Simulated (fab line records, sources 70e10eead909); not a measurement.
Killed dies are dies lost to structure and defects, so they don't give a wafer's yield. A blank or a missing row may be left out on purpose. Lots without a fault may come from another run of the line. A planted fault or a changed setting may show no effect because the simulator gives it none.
Chamber matching | flow nand_harc | NHARC_A_CHANNEL_HOLE_D2_DEP_01 on pecvd-04: 3 sister chambers
The step deposits SiON, target thk 140 nm. 6 wafers are shown with their chamber, then 12 later ones without.

WAFERS WITH THEIR CHAMBER
wafer  | chamber | heater_power_w (W)
L083.6 | 1       | 790
L085.4 | 1       | 817
L085.5 | 0       | 843
L087.1 | 2       | 813
L087.3 | 0       | 917
L087.5 | 2       | 840

WAFERS WITHOUT THEIR CHAMBER
wafer  | heater_power_w (W)
L088.1 | 738
L088.3 | 968
L088.4 | 766
L093.3 | 936
L093.4 | 948
L093.5 | 799
L094.2 | 821
L094.5 | 942
L094.6 | 838
L094.1 | 946
L094.3 | 812
L094.4 | 817

WHICH CHAMBER EACH WENT THROUGH
wafer  | from the rows above          | in truth
L088.1 | can't be placed: 1 or 2      | 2
L088.3 | can't be placed: 0 or 2      | 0
L088.4 | can't be placed: 1 or 2      | 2
L093.3 | can't be placed: 0 or 2      | 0
L093.4 | can't be placed: 0 or 2      | 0
L093.5 | can't be placed: 1 or 2      | 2
L094.2 | can't be placed: 2 or 1 or 0 | 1
L094.5 | can't be placed: 0 or 2      | 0
L094.6 | can't be placed: 2 or 1 or 0 | 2
L094.1 | can't be placed: 0 or 2      | 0
L094.3 | can't be placed: 1 or 2 or 0 | 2
L094.4 | can't be placed: 2 or 1 or 0 | 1
Placed correctly: 0 of 12. Can't be placed from these rows: 12 (the true chamber is among the candidates in 12). Placed wrongly: 0.
How it was worked out, from the rows above alone: a wafer's distance from a chamber is the root of the sum, over the readings, of the square of ((its reading less the chamber's mean) divided by the reading's scatter). The wafer belongs to the nearest chamber; if the next one is less than 2 further off, it can't be placed. A chamber's mean is the mean of its shown wafers. The scatter: the root of (the sum of the squares of (reading less its chamber's mean) over the shown wafers, divided by (wafers less chambers)).
